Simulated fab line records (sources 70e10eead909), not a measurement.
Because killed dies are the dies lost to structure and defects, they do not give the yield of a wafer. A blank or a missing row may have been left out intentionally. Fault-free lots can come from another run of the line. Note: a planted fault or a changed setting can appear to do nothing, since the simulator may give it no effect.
fab line records	flow nand_harc
record: lots: 24	wafers: 72	last_day: 34
route steps=1302 shown P_M2@344 P_BONDPAD@353 A_CHANNEL_HOLE_D1@476
lots that met no fault: taken from a fault-free run of the same line
start_h: hours from the record's opening day to when the first of the lot's shown wafers began	wait_h: hours from the lot's prior step to this one	" repeats the value in the row above	L1.1+2: a single row standing in for several wafers	- no value, or no start was given	* or withheld: withheld	< > ~ a bound
route shown NAME@n: names a module that has steps shown in the file, with the first one's number in the route	usual: mean/standard deviation taken from wafers without a fault	same: alike in all rows	chamber/n: place in a boat	sites: per-site readings	_std_site: how widely they spread, as a standard deviation	_edge_site: the outer-site mean with the inner-site mean subtracted	radius_mm: for every site, how far away it sits from the centre of the wafer	mask NAME#n: copy n	behind: the tool/chamber that last shaped the wafer	hold: why the lot was held/for how many hours/how that ended	device: which transistor (n, p or np) failed to switch	end of line: the tests these same wafers got at the end of their route	where a step has no rows: the recipe by itself	killed: dies that structure and defects cost at the first sort, which is not the same as the wafer's yield	map: per-die view of a wafer (x killed, . not killed, _ where there is no die)
set.NAME: the run value of the setting; set.NAME@STEP: its run value at that earlier step	model.NAME: the simulator's own value behind a step, which no gauge read
the route's steps for a sample of lots (tables are steps, rows are wafers)
services: when a tool's chamber went out of use (start_h, in hours from the record's first day, below 0 if earlier), for how many hours, and the reason
== steps ==
step: NHARC_P_M2_CMP_23
recipe: t_overpolish_s: 20	target_thk_nm: 144.3
usual: motor_current_A: 12.6/1.2	time_to_endpoint_s: 29.2/2.4
lot.wafer	tool	chamber	start_h	wait_h	motor_current_A	time_to_endpoint_s
L074.2	cmp-02	0	139.92	-	12.4	29.6
L074.3	"	1	"	"	10.9	29.7
L074.6	"	3	"	"	10.8	31.9
L076.3	cmp-03	1	155.42	-	11.6	28.0
L076.4	"	2	"	"	13.0	30.9
L076.2	"	0	"	"	13.1	32.0
L075.3	cmp-03	3	156.09	-	14.6	28.0
L075.5	"	0	"	"	13.9	27.7
L075.6	"	1	"	"	11.0	27.0
L077.4	cmp-03	2	161.45	-	12.9	31.4
L077.6	"	3	"	"	13.9	31.2
L077.5	"	0	"	"	13.0	29.7
L078.1	cmp-03	2	174.26	-	13.5	27.1
L078.3	"	3	"	"	14.3	28.4
L078.2	"	1	"	"	11.2	29.2
L079.3	cmp-02	2	181.59	-	13.6	29.2
L079.1	"	3	"	"	11.1	27.4
L079.4	"	0	"	"	12.6	25.6
L080.2	cmp-02	1	189.28	-	11.2	28.4
L080.4	"	3	"	"	10.0	27.2
L080.6	"	1	"	"	10.8	31.5
L081.2	cmp-03	0	200.71	-	13.5	28.0
L081.3	"	2	"	"	12.7	28.4
L081.5	"	0	"	"	13.2	29.3
L082.1	cmp-04	1	213.24	-	11.6	31.0
L082.2	"	2	"	"	11.4	30.7
L082.5	"	2	"	"	12.2	32.5
L083.4	cmp-02	2	220.51	-	14.0	28.6
L083.2	"	3	"	"	11.0	27.3
L083.5	"	1	"	"	11.4	29.3
L084.4	cmp-04	1	234.84	-	12.1	30.0
L084.2	"	3	"	"	12.4	35.3
L084.6	"	2	"	"	11.6	34.1
L085.4	cmp-02	1	238.79	-	11.1	26.7
L085.2	"	2	"	"	13.9	26.0
L085.3	"	0	"	"	12.5	26.3
L086.4	cmp-04	0	252.68	-	13.7	31.0
L086.3	"	2	"	"	12.0	31.2
L086.6	"	1	"	"	11.3	30.3
L087.4	cmp-04	3	260.55	-	12.6	30.7
L087.3	"	2	"	"	11.2	30.9
L087.6	"	3	"	"	13.1	29.7
L088.3	cmp-02	3	278.56	-	11.2	28.4
L088.4	"	0	"	"	12.6	27.4
L088.6	"	2	"	"	14.0	28.9
L089.2	cmp-03	2	279.75	-	13.0	30.8
L089.1	"	3	"	"	13.0	31.2
L089.6	"	3	"	"	14.4	28.3
L090.3	cmp-02	0	293.45	-	12.0	28.0
L090.2	"	3	"	"	10.6	26.6
L090.5	"	1	"	"	11.5	30.4
L091.3	cmp-02	3	294.51	-	11.5	26.8
L091.4	"	0	"	"	12.3	23.7
L091.6	"	1	"	"	11.5	24.3
L092.4	cmp-03	3	327.38	-	14.1	29.3
L092.6	"	1	"	"	11.4	28.6
L092.5	"	2	"	"	13.7	28.1
L093.4	cmp-03	2	327.83	-	13.6	23.8
L093.6	"	3	"	"	14.0	21.6
L093.5	"	0	"	"	13.3	23.9
L094.2	cmp-03	3	333.54	-	14.0	27.8
L094.4	"	1	"	"	11.2	25.7
L094.1	"	2	"	"	13.7	28.8
L095.2	cmp-04	2	346.24	-	11.5	32.8
L095.6	"	0	"	"	13.6	32.6
L095.5	"	1	"	"	12.3	30.2
L096.3	cmp-04	0	355.66	-	13.5	32.4
L096.2	"	1	"	"	11.2	31.2
L096.5	"	3	"	"	12.5	31.9
L097.1	cmp-03	2	363.72	-	13.2	32.1
L097.2	"	0	"	"	13.7	28.9
L097.5	"	3	"	"	13.6	33.6
step: NHARC_P_M2_INSPECT_27
usual: raw_defect_count: 304/110
lot.wafer	tool	chamber	start_h	wait_h	raw_defect_count
L074.2	defect_inspect-02	-	140.34	0.0	171
L074.3	"	-	"	"	202
L074.6	"	-	"	"	150
L076.2	defect_inspect-02	-	155.89	0.0	318
L076.3	"	-	"	"	253
L076.4	"	-	"	"	300
L075.3	defect_inspect-02	-	156.49	0.0	265
L075.5	"	-	"	"	229
L075.6	"	-	"	"	264
L077.4	defect_inspect-01	-	161.83	0.0	247
L077.5	"	-	"	"	280
L077.6	"	-	"	"	198
L078.1	defect_inspect-01	-	174.74	0.0	478
L078.2	"	-	"	"	348
L078.3	"	-	"	"	259
L079.1	defect_inspect-02	-	182.06	0.0	482
L079.3	"	-	"	"	692
L079.4	"	-	"	"	416
L080.2	defect_inspect-01	-	189.75	0.0	369
L080.4	"	-	"	"	225
L080.6	"	-	"	"	240
L081.2	defect_inspect-02	-	201.16	0.0	259
L081.3	"	-	"	"	218
L081.5	"	-	"	"	320
L082.1	defect_inspect-01	-	213.71	0.0	262
L082.2	"	-	"	"	197
L082.5	"	-	"	"	241
L083.2	defect_inspect-02	-	220.95	0.0	351
L083.4	"	-	"	"	321
L083.5	"	-	"	"	336
L084.2	defect_inspect-02	-	235.31	0.0	309
L084.4	"	-	"	"	453
L084.6	"	-	"	"	395
L085.2	defect_inspect-01	-	239.28	0.0	241
L085.3	"	-	"	"	208
L085.4	"	-	"	"	313
L086.3	defect_inspect-01	-	253.15	0.0	266
L086.4	"	-	"	"	171
L086.6	"	-	"	"	252
L087.3	defect_inspect-01	-	261.03	0.0	181
L087.4	"	-	"	"	326
L087.6	"	-	"	"	302
L088.3	defect_inspect-01	-	279.01	0.0	415
L088.4	"	-	"	"	409
L088.6	"	-	"	"	291
L089.1	defect_inspect-02	-	280.22	0.0	235
L089.2	"	-	"	"	291
L089.6	"	-	"	"	250
L090.2	defect_inspect-01	-	293.92	0.0	369
L090.3	"	-	"	"	259
L090.5	"	-	"	"	269
L091.3	defect_inspect-01	-	294.92	0.0	352
L091.4	"	-	"	"	315
L091.6	"	-	"	"	184
L092.4	defect_inspect-02	-	327.80	0.0	162
L092.5	"	-	"	"	205
L092.6	"	-	"	"	210
L093.4	defect_inspect-02	-	328.21	0.0	477
L093.5	"	-	"	"	467
L093.6	"	-	"	"	332
L094.1	defect_inspect-02	-	334.01	0.0	422
L094.2	"	-	"	"	333
L094.4	"	-	"	"	366
L095.2	defect_inspect-01	-	346.66	0.0	345
L095.5	"	-	"	"	198
L095.6	"	-	"	"	232
L096.2	defect_inspect-02	-	356.12	0.0	279
L096.3	"	-	"	"	303
L096.5	"	-	"	"	255
L097.1	defect_inspect-02	-	364.18	0.0	294
L097.2	"	-	"	"	258
L097.5	"	-	"	"	308
step: NHARC_P_BONDPAD_THK_MEAS_33
recipe: thk_meas_gauge: ellipsometry
usual: thk_nm: 200.3/1.5
lot.wafer	tool	chamber	start_h	wait_h	thk_nm
L074.2	film_metro-01	-	141.55	0.2	198.3
L074.3	"	-	"	"	199.3
L074.6	"	-	"	"	201.4
L076.2	film_metro-02	-	157.11	0.2	200.0
L076.3	"	-	"	"	200.0
L076.4	"	-	"	"	201.4
L075.3	film_metro-01	-	157.71	0.2	201.4
L075.5	"	-	"	"	200.8
L075.6	"	-	"	"	201.8
L077.4	film_metro-02	-	163.05	0.2	199.1
L077.5	"	-	"	"	200.6
L077.6	"	-	"	"	200.7
L078.1	film_metro-02	-	175.95	0.2	199.8
L078.2	"	-	"	"	198.7
L078.3	"	-	"	"	197.4
L079.1	film_metro-02	-	183.28	0.2	199.9
L079.3	"	-	"	"	200.7
L079.4	"	-	"	"	200.2
L080.2	film_metro-02	-	190.97	0.2	200.5
L080.4	"	-	"	"	198.7
L080.6	"	-	"	"	198.7
L081.2	film_metro-02	-	202.37	0.2	200.0
L081.3	"	-	"	"	202.1
L081.5	"	-	"	"	198.0
L082.1	film_metro-01	-	214.93	0.2	201.4
L082.2	"	-	"	"	200.5
L082.5	"	-	"	"	198.9
L083.2	film_metro-01	-	222.17	0.2	201.9
L083.4	"	-	"	"	203.5
L083.5	"	-	"	"	201.8
L084.2	film_metro-01	-	236.56	0.2	200.2
L084.4	"	-	"	"	200.5
L084.6	"	-	"	"	197.6
L085.2	film_metro-02	-	240.50	0.2	199.6
L085.3	"	-	"	"	200.0
L085.4	"	-	"	"	198.5
L086.3	film_metro-01	-	254.37	0.2	200.1
L086.4	"	-	"	"	201.5
L086.6	"	-	"	"	199.3
L087.3	film_metro-02	-	262.25	0.2	202.5
L087.4	"	-	"	"	202.3
L087.6	"	-	"	"	202.7
L088.3	film_metro-01	-	280.21	0.2	202.5
L088.4	"	-	"	"	202.7
L088.6	"	-	"	"	201.5
L089.1	film_metro-02	-	281.42	0.2	200.7
L089.2	"	-	"	"	200.9
L089.6	"	-	"	"	200.8
L090.2	film_metro-01	-	295.14	0.2	203.0
L090.3	"	-	"	"	202.9
L090.5	"	-	"	"	202.6
L091.3	film_metro-02	-	296.14	0.2	200.2
L091.4	"	-	"	"	199.3
L091.6	"	-	"	"	200.5
L092.4	film_metro-01	-	329.02	0.2	198.2
L092.5	"	-	"	"	200.4
L092.6	"	-	"	"	198.6
L093.4	film_metro-02	-	329.43	0.2	200.0
L093.5	"	-	"	"	198.3
L093.6	"	-	"	"	197.5
L094.1	film_metro-02	-	335.23	0.2	199.3
L094.2	"	-	"	"	199.5
L094.4	"	-	"	"	199.6
L095.2	film_metro-01	-	347.86	0.2	199.7
L095.5	"	-	"	"	200.9
L095.6	"	-	"	"	202.7
L096.2	film_metro-01	-	357.31	0.2	198.9
L096.3	"	-	"	"	198.8
L096.5	"	-	"	"	200.1
L097.1	film_metro-02	-	365.41	0.2	200.8
L097.2	"	-	"	"	201.1
L097.5	"	-	"	"	201.8
step: NHARC_P_BONDPAD_ETCH_37
recipe: target_depth_a: 600	overetch_a: 180	time_s: 65.91	ion_energy_ev: 200	n2_flow_sccm: 150	h2_flow_sccm: 150	ar_flow_sccm: 0	rf_w: 400	bias_w: 150	chemistry: N2/H2
usual: drypump_motor_current_A: 5.6/0.48	oes_product_au: 1.000/0.0084	rf_vpp_V: 430.9/2.4	showerhead_plenum_p_Torr: 2.05/0.085	throttle_valve_pct: 14.171/0.01
lot.wafer	tool	chamber	start_h	wait_h	drypump_motor_current_A	oes_product_au	rf_hours_counter_h	rf_vpp_V	showerhead_plenum_p_Torr	throttle_valve_pct
L074.2	rie_diel-12	3	142.32	0.1	6.2	1.010	1.6	429.1	1.94	14.170
L074.3	"	0	"	"	5.0	1.007	1.6	427.0	1.92	14.153
L074.6	"	3	"	"	6.3	1.020	-	427.9	1.94	14.164
L076.3	rie_diel-05	3	157.98	0.1	6.4	0.994	2.9	432.7	2.10	14.159
L076.4	"	0	"	"	5.3	0.998	2.3	427.0	1.92	14.157
L076.2	"	1	"	"	5.4	0.985	2.3	433.5	2.13	14.161
L075.3	rie_diel-05	2	158.60	0.1	5.2	0.988	2.7	432.1	2.14	14.179
L075.5	"	3	"	"	6.4	0.991	-	434.0	2.10	14.174
L075.6	"	0	"	"	5.2	0.995	-	427.5	1.92	14.173
L077.4	rie_diel-05	3	163.80	0.1	6.4	1.002	3.1	430.7	2.10	14.157
L077.6	"	1	"	"	5.4	1.001	-	432.2	2.13	14.189
L077.5	"	2	"	"	5.3	0.995	-	434.0	2.14	14.178
L078.1	rie_diel-10	2	176.83	0.1	4.9	1.006	4.9	428.8	1.94	14.178
L078.3	"	0	"	"	5.6	1.005	5.3	431.1	2.06	14.169
L078.2	"	1	"	"	5.8	1.004	5.1	432.6	2.10	14.175
L079.3	rie_diel-10	0	184.16	0.1	5.6	0.989	5.6	430.4	2.06	14.154
L079.1	"	1	"	"	5.8	0.986	5.4	431.2	2.10	14.152
L079.4	"	2	"	"	4.9	0.987	5.1	427.7	1.94	14.149
L080.2	rie_diel-10	3	191.83	0.1	6.2	0.994	2.1	432.9	2.15	14.164
L080.4	"	1	"	"	5.8	1.001	5.6	432.5	2.10	14.170
L080.6	"	0	"	"	5.6	1.005	-	430.9	2.06	14.150
L081.3	rie_diel-05	3	203.13	0.1	6.4	0.998	3.9	433.2	2.10	14.157
L081.2	"	2	"	"	5.2	0.992	3.3	433.1	2.14	14.168
L081.5	"	3	"	"	6.4	0.987	-	431.3	2.10	14.191
L082.1	rie_diel-10	2	215.68	0.1	4.9	0.999	7.4	428.4	1.94	14.174
L082.2	"	3	"	"	6.2	0.984	3.8	432.4	2.15	14.183
L082.5	"	1	"	"	5.8	0.995	-	431.8	2.09	14.178
L083.2	rie_diel-05	3	223.03	0.1	6.4	0.993	4.6	431.9	2.10	14.163
L083.4	"	2	"	"	5.2	0.995	3.9	433.3	2.14	14.169
L083.5	"	0	"	"	5.2	0.990	-	428.0	1.92	14.164
L084.4	rie_diel-10	0	237.33	0.1	5.6	1.008	8.4	431.4	2.06	14.168
L084.2	"	2	"	"	4.9	0.998	8.5	427.8	1.94	14.166
L084.6	"	1	"	"	5.8	0.992	-	432.6	2.10	14.177
L085.2	rie_diel-10	0	241.24	0.1	5.6	1.004	8.6	430.9	2.06	14.173
L085.3	"	1	"	"	5.8	0.991	8.7	431.1	2.09	14.163
L085.4	"	2	"	"	4.9	0.990	8.5	429.0	1.94	14.184
L086.3	rie_diel-10	3	255.23	0.1	6.2	0.994	0.0	434.6	2.15	14.168
L086.4	"	0	"	"	5.6	1.005	0.0	432.2	2.06	14.170
L086.6	"	0	"	"	5.6	1.009	-	431.2	2.06	14.177
L087.3	rie_diel-10	2	263.15	0.1	4.9	1.004	0.7	428.3	1.94	14.166
L087.6	"	1	"	"	5.8	0.997	-	431.2	2.09	14.164
L087.4	"	2	"	"	4.9	0.995	-	428.7	1.94	14.172
L088.3	rie_diel-12	1	280.98	0.1	4.9	1.002	0.2	433.3	2.13	14.158
L088.4	"	0	"	"	5.0	1.004	-	426.6	1.92	14.174
L088.6	"	1	"	"	4.9	0.993	-	432.1	2.13	14.176
L089.2	rie_diel-10	0	282.29	0.1	5.7	1.010	2.0	429.6	2.06	14.160
L089.1	"	3	"	"	6.2	1.007	1.5	434.3	2.15	14.182
L089.6	"	1	"	"	5.8	0.993	-	433.1	2.09	14.165
L090.2	rie_diel-12	3	295.89	0.1	6.2	1.001	1.0	428.1	1.94	14.174
L090.3	"	0	"	"	5.0	1.003	1.1	427.6	1.92	14.159
L090.5	"	2	"	"	5.8	0.991	-	429.3	2.08	14.171
L091.3	rie_diel-05	0	296.88	0.1	5.2	1.019	1.5	427.0	1.92	14.175
L091.4	"	3	"	"	6.4	1.007	1.6	431.3	2.10	14.160
L091.6	"	1	"	"	5.5	0.996	-	432.6	2.12	14.165
L092.4	rie_diel-10	0	329.88	0.1	5.6	1.013	4.5	430.9	2.06	14.169
L092.6	"	3	"	"	6.2	1.008	-	433.4	2.15	14.174
L092.5	"	0	"	"	5.6	1.015	-	430.3	2.06	14.158
L093.4	rie_diel-10	1	330.31	0.1	5.8	0.999	4.5	432.1	2.09	14.174
L093.5	"	0	"	"	5.7	1.014	-	432.1	2.06	14.177
L093.6	"	1	"	"	5.8	0.997	-	432.5	2.09	14.177
L094.1	rie_diel-05	1	335.99	0.1	5.5	1.010	2.0	431.9	2.12	14.183
L094.4	"	2	"	"	5.2	0.992	2.1	433.6	2.14	14.180
L094.2	"	3	"	"	6.4	1.006	2.2	431.7	2.10	14.170
L095.2	rie_diel-12	1	348.61	0.1	4.9	0.998	4.7	433.1	2.13	14.183
L095.6	"	2	"	"	5.7	0.992	-	432.2	2.08	14.177
L095.5	"	3	"	"	6.3	1.004	-	427.6	1.94	14.162
L096.2	rie_diel-05	1	358.19	0.1	5.5	1.000	2.2	434.1	2.12	14.176
L096.3	"	2	"	"	5.2	1.004	2.2	434.3	2.14	14.169
L096.5	"	0	"	"	5.2	1.011	-	427.4	1.92	14.170
L097.1	rie_diel-12	2	366.29	0.1	5.7	0.993	5.9	431.5	2.08	14.178
L097.2	"	3	"	"	6.2	1.001	7.3	425.9	1.94	14.186
L097.5	"	1	"	"	4.9	0.997	-	433.9	2.13	14.186
step: NHARC_P_BONDPAD_ETCH_12
recipe: target_depth_a: 2000	time_s: 100	chf3_flow_sccm: 50	o2_flow_sccm: 10	ar_flow_sccm: 200	rf_w: 500	bias_w: 200	chemistry: CHF3/O2
usual: drypump_motor_current_A: 5.6/0.47	oes_product_au: 0.948/0.023	rf_vpp_V: 371.1/2.3	showerhead_plenum_p_Torr: 2.42/0.094	throttle_valve_pct: 20.571/0.0089
lot.wafer	tool	chamber	start_h	wait_h	drypump_motor_current_A	oes_product_au	rf_hours_counter_h	rf_vpp_V	showerhead_plenum_p_Torr	throttle_valve_pct
L074.2	rie_diel-12	0	-	-	5.0	0.929	1.7	368.3	2.27	20.565
L074.3	"	1	"	"	4.9	0.919	1.6	373.2	2.50	20.573
L074.6	"	1	"	"	4.9	0.929	-	372.2	2.50	20.566
L076.3	rie_diel-05	1	-	-	5.5	0.980	2.3	372.5	2.50	20.580
L076.2	"	2	"	"	5.3	0.961	2.5	374.4	2.52	20.567
L076.4	"	3	"	"	6.3	0.953	2.9	373.2	2.47	20.578
L075.3	rie_diel-05	3	-	-	6.3	0.913	3.0	372.6	2.47	20.583
L075.6	"	1	"	"	5.5	0.924	-	371.4	2.50	20.574
L075.5	"	2	"	"	5.2	0.916	-	372.5	2.52	20.561
L077.4	rie_diel-05	0	-	-	5.3	0.916	2.6	367.6	2.27	20.579
L077.6	"	1	"	"	5.5	0.919	-	371.7	2.50	20.575
L077.5	"	2	"	"	5.3	0.930	-	372.9	2.51	20.566
L078.1	rie_diel-10	0	-	-	5.6	0.940	5.4	371.1	2.42	20.571
L078.3	"	1	"	"	5.8	0.924	5.2	373.1	2.46	20.573
L078.2	"	2	"	"	4.9	0.924	4.9	368.0	2.29	20.560
L079.1	rie_diel-10	0	-	-	5.6	0.985	5.6	371.2	2.42	20.558
L079.4	"	1	"	"	5.8	0.972	5.4	373.7	2.46	20.567
L079.3	"	2	"	"	4.9	0.965	5.2	368.5	2.29	20.565
L080.4	rie_diel-10	2	-	-	4.9	0.961	5.3	369.2	2.29	20.571
L080.2	"	3	"	"	6.2	0.948	2.1	373.5	2.53	20.562
L080.6	"	2	"	"	4.9	0.961	-	368.7	2.29	20.566
L081.3	rie_diel-05	0	-	-	5.2	0.982	3.3	367.8	2.27	20.586
L081.2	"	1	"	"	5.5	0.972	3.3	374.4	2.50	20.567
L081.5	"	3	"	"	6.4	0.954	-	372.6	2.47	20.579
L082.2	rie_diel-10	2	-	-	4.9	0.981	7.4	368.6	2.29	20.566
L082.1	"	3	"	"	6.2	0.978	3.8	371.3	2.53	20.575
L082.5	"	0	"	"	5.6	0.971	-	370.3	2.42	20.581
L083.2	rie_diel-05	3	-	-	6.3	0.954	4.6	372.5	2.47	20.568
L083.4	"	0	"	"	5.2	0.950	4.0	368.4	2.27	20.575
L083.5	"	2	"	"	5.3	0.966	-	372.4	2.51	20.570
L084.4	rie_diel-10	0	-	-	5.6	0.929	8.5	371.1	2.42	20.575
L084.2	"	1	"	"	5.8	0.928	8.7	371.5	2.46	20.549
L084.6	"	3	"	"	6.2	0.926	-	373.1	2.53	20.573
L085.3	rie_diel-10	3	-	-	6.2	0.924	5.0	373.7	2.53	20.552
L085.4	"	0	"	"	5.6	0.928	8.6	371.4	2.42	20.581
L085.2	"	1	"	"	5.7	0.915	8.8	371.1	2.46	20.583
L086.3	rie_diel-10	3	-	-	6.2	0.963	0.0	373.7	2.53	20.574
L086.4	"	0	"	"	5.7	0.981	0.0	371.1	2.42	20.577
L086.6	"	3	"	"	6.2	0.946	-	373.9	2.53	20.567
L087.4	rie_diel-05	1	263.26	-	5.4	0.925	0.4	372.3	2.50	20.563
L087.3	"	3	"	"	6.4	0.936	0.4	372.6	2.47	20.553
L087.6	"	1	"	"	5.5	0.927	-	372.6	2.49	20.564
L088.3	rie_diel-12	0	-	-	5.0	0.971	0.2	366.4	2.27	20.579
L088.4	"	0	"	"	5.0	0.957	-	367.4	2.27	20.589
L088.6	"	1	"	"	4.9	0.958	-	373.0	2.50	20.579
L089.2	rie_diel-10	1	-	-	5.8	0.959	2.1	372.5	2.46	20.562
L089.1	"	3	"	"	6.2	0.966	1.5	373.3	2.53	20.570
L089.6	"	0	"	"	5.6	0.964	-	372.0	2.42	20.571
L090.3	rie_diel-12	0	-	-	5.0	0.961	1.1	368.7	2.27	20.568
L090.2	"	1	"	"	4.9	0.955	1.1	372.4	2.50	20.572
L090.5	"	3	"	"	6.2	0.982	-	368.4	2.29	20.581
L091.4	rie_diel-05	3	-	-	6.4	0.957	1.7	373.7	2.47	20.555
L091.3	"	1	"	"	5.5	0.964	1.4	371.9	2.49	20.566
L091.6	"	3	"	"	6.4	0.957	-	371.3	2.47	20.567
L092.4	rie_diel-10	2	-	-	4.9	0.965	4.2	366.7	2.29	20.574
L092.6	"	1	"	"	5.8	0.943	-	371.0	2.46	20.579
L092.5	"	2	"	"	4.9	0.967	-	367.7	2.29	20.571
L093.4	rie_diel-10	1	-	-	5.8	0.933	4.6	373.0	2.46	20.571
L093.6	"	3	"	"	6.2	0.930	-	372.7	2.52	20.557
L093.5	"	0	"	"	5.6	0.934	-	372.0	2.42	20.576
L094.1	rie_diel-05	3	-	-	6.4	0.967	2.2	372.9	2.47	20.572
L094.2	"	1	"	"	5.4	0.975	2.0	371.1	2.49	20.564
L094.4	"	2	"	"	5.2	0.967	2.1	372.1	2.51	20.567
L095.2	rie_diel-12	1	-	-	4.9	0.911	4.8	372.4	2.50	20.559
L095.5	"	1	"	"	4.9	0.914	-	373.5	2.50	20.569
L095.6	"	2	"	"	5.7	0.905	-	372.5	2.44	20.577
L096.3	rie_diel-05	1	-	-	5.4	0.966	2.2	371.1	2.49	20.575
L096.2	"	3	"	"	6.4	0.980	2.4	372.9	2.47	20.588
L096.5	"	1	"	"	5.5	0.960	-	373.2	2.49	20.587
L097.2	rie_diel-12	3	-	-	6.2	0.924	7.3	367.4	2.29	20.562
L097.1	"	1	"	"	4.9	0.916	5.4	374.8	2.50	20.577
L097.5	"	2	"	"	5.7	0.924	-	372.0	2.44	20.582
step: NHARC_A_CHANNEL_HOLE_D1_ETCH_24
recipe: bias_v: 5000	source_w: withheld	pressure_mtorr: 20	time_s: 906.2	ar_flow_sccm: 375	c4f8_flow_sccm: 93.8	o2_flow_sccm: 31.2	temp_c: -20	target_depth_a: 15000	chemistry: C4F8/O2/Ar
usual: drypump_motor_current_A: 5.6/0.73	showerhead_plenum_p_Torr: 3.64/0.11	throttle_valve_pct: 32.235/0.0085
lot.wafer	tool	chamber	start_h	wait_h	drypump_motor_current_A	rf_hours_counter_h	showerhead_plenum_p_Torr	throttle_valve_pct
L074.2	har_etch-02	1	189.43	0.6	6.5	286	3.63	32.238
L074.3	"	0	"	"	4.8	-	3.63	32.230
L074.6	"	1	"	"	6.5	-	3.63	32.242
L076.2	har_etch-02	0	207.01	0.6	4.8	313	3.63	32.241
L076.4	"	0	"	"	4.8	-	3.63	32.223
L076.3	"	1	"	"	6.5	-	3.63	32.249
L075.3	har_etch-01	1	207.67	0.6	6.0	-	3.56	32.237
L075.6	"	1	"	"	6.0	-	3.56	32.234
L075.5	"	0	"	"	5.3	-	3.71	32.236
L077.4	har_etch-02	1	211.43	0.6	6.5	-	3.62	32.226
L077.5	"	1	"	"	6.5	-	3.62	32.222
L077.6	"	0	"	"	4.8	-	3.62	32.233
L078.2	har_etch-02	1	222.31	0.6	6.5	309	3.62	32.235
L078.1	"	0	"	"	4.8	324	3.62	32.237
L078.3	"	0	"	"	4.8	-	3.62	32.241
L079.1	har_etch-01	0	233.98	0.6	5.3	124	3.70	32.238
L079.3	"	1	"	"	6.0	-	3.55	32.232
L079.4	"	0	"	"	5.3	-	3.70	32.243
L080.2	har_etch-01	0	241.81	0.6	5.3	128	3.70	32.236
L080.4	"	1	"	"	6.0	-	3.55	32.248
L080.6	"	0	"	"	5.3	-	3.70	32.219
L081.2	har_etch-02	1	253.68	0.6	6.5	325	3.61	32.241
L081.3	"	1	"	"	6.5	-	3.61	32.229
L081.5	"	1	"	"	6.5	-	3.61	32.224
L082.1	har_etch-01	0	263.14	0.6	5.3	135	3.69	32.246
L082.2	"	1	"	"	6.0	135	3.55	32.235
L082.5	"	0	"	"	5.3	-	3.69	32.225
L083.2	har_etch-02	0	269.48	0.6	4.8	348	3.61	32.231
L083.4	"	0	"	"	4.8	-	3.61	32.226
L083.5	"	0	"	"	4.8	-	3.61	32.238
L084.2	har_etch-02	0	282.87	0.6	4.8	352	3.61	32.236
L084.4	"	1	"	"	6.5	-	3.60	32.223
L084.6	"	1	"	"	6.5	-	3.60	32.239
L085.2	har_etch-02	1	288.25	0.6	6.5	340	3.60	32.233
L085.4	"	0	"	"	4.8	-	3.60	32.238
L085.3	"	1	"	"	6.5	-	3.60	32.237
L086.4	har_etch-02	1	309.10	0.6	6.5	-	3.60	32.239
L086.3	"	0	"	"	4.8	-	3.60	32.233
L086.6	"	0	"	"	4.8	-	3.60	32.229
L087.3	har_etch-02	0	315.65	1.2	4.8	-	3.59	32.242
L087.4	"	0	"	"	4.8	-	3.59	32.239
L087.6	"	0	"	"	4.8	-	3.59	32.230
L088.4	har_etch-01	0	337.16	0.6	5.3	-	3.66	32.238
L088.3	"	1	"	"	6.0	-	3.52	32.235
L088.6	"	1	"	"	6.0	-	3.52	32.236
L089.2	har_etch-02	0	337.99	0.6	4.8	394	3.58	32.239
L089.1	"	1	"	"	6.5	355	3.59	32.219
L089.6	"	0	"	"	4.8	-	3.58	32.235
L091.4	har_etch-01	0	345.21	0.6	5.3	-	3.66	32.245
L091.3	"	1	"	"	6.0	-	3.52	32.240
L091.6	"	0	"	"	5.3	-	3.66	32.230
L090.2	har_etch-02	0	346.32	0.6	4.8	402	3.58	32.241
L090.3	"	1	"	"	6.5	-	3.59	32.239
L090.5	"	0	"	"	4.8	-	3.58	32.237
L093.4	har_etch-02	0	375.69	0.6	4.8	-	3.57	32.238
L093.6	"	1	"	"	6.5	-	3.58	32.246
L093.5	"	0	"	"	4.8	-	3.57	32.228
L092.4	har_etch-01	1	377.03	0.6	6.0	-	3.51	32.248
L092.6	"	0	"	"	5.3	-	3.65	32.242
L092.5	"	1	"	"	6.0	-	3.51	32.223
L094.1	har_etch-01	1	390.16	0.6	6.0	219	3.50	32.242
L094.2	"	0	"	"	5.3	219	3.65	32.223
L094.4	"	0	"	"	5.3	-	3.65	32.222
L095.2	har_etch-02	0	399.30	0.6	4.8	2	3.93	32.238
L095.5	"	0	"	"	4.8	-	3.93	32.232
L095.6	"	1	"	"	6.5	-	3.93	32.232
L096.2	har_etch-02	0	407.62	0.6	4.8	10	3.92	32.239
L096.3	"	1	"	"	6.6	-	3.92	32.251
L096.5	"	1	"	"	6.6	-	3.92	32.219
L097.2	har_etch-02	1	417.03	0.6	6.5	14	3.92	32.220
L097.1	"	0	"	"	4.8	14	3.92	32.237
L097.5	"	1	"	"	6.5	-	3.92	32.211
== services ==
tool	chamber	start_h	hours	kind
rie_diel-05	2	125.55	4.0	repair
cmp-03	-	137.96	3.1	repair
rie_diel-10	3	157.79	23.3	repair
cmp-03	-	163.46	4.0	pm
rie_diel-10	-	164.56	0.1	repair
rie_diel-05	2	190.15	5.4	repair
rie_diel-12	2	210.25	6.8	repair
cmp-03	-	215.03	4.4	repair
rie_diel-05	-	229.60	9.0	pm
rie_diel-10	1	233.09	1.8	repair
rie_diel-10	-	242.50	9.0	pm
rie_diel-12	3	257.62	12.6	repair
rie_diel-12	0	261.07	6.3	repair
cmp-03	-	261.46	4.0	pm
rie_diel-12	2	261.89	2.8	repair
rie_diel-10	3	262.04	1.8	repair
rie_diel-12	1	262.95	8.2	repair
rie_diel-12	-	268.40	9.0	pm
cmp-03	-	274.00	4.6	repair
rie_diel-10	-	359.16	5.5	repair
rie_diel-05	-	361.77	16.2	repair
rie_diel-10	3	375.24	5.8	repair
har_etch-02	-	377.35	17.0	pm
rie_diel-05	-	406.60	9.0	pm
== key ==
fault none
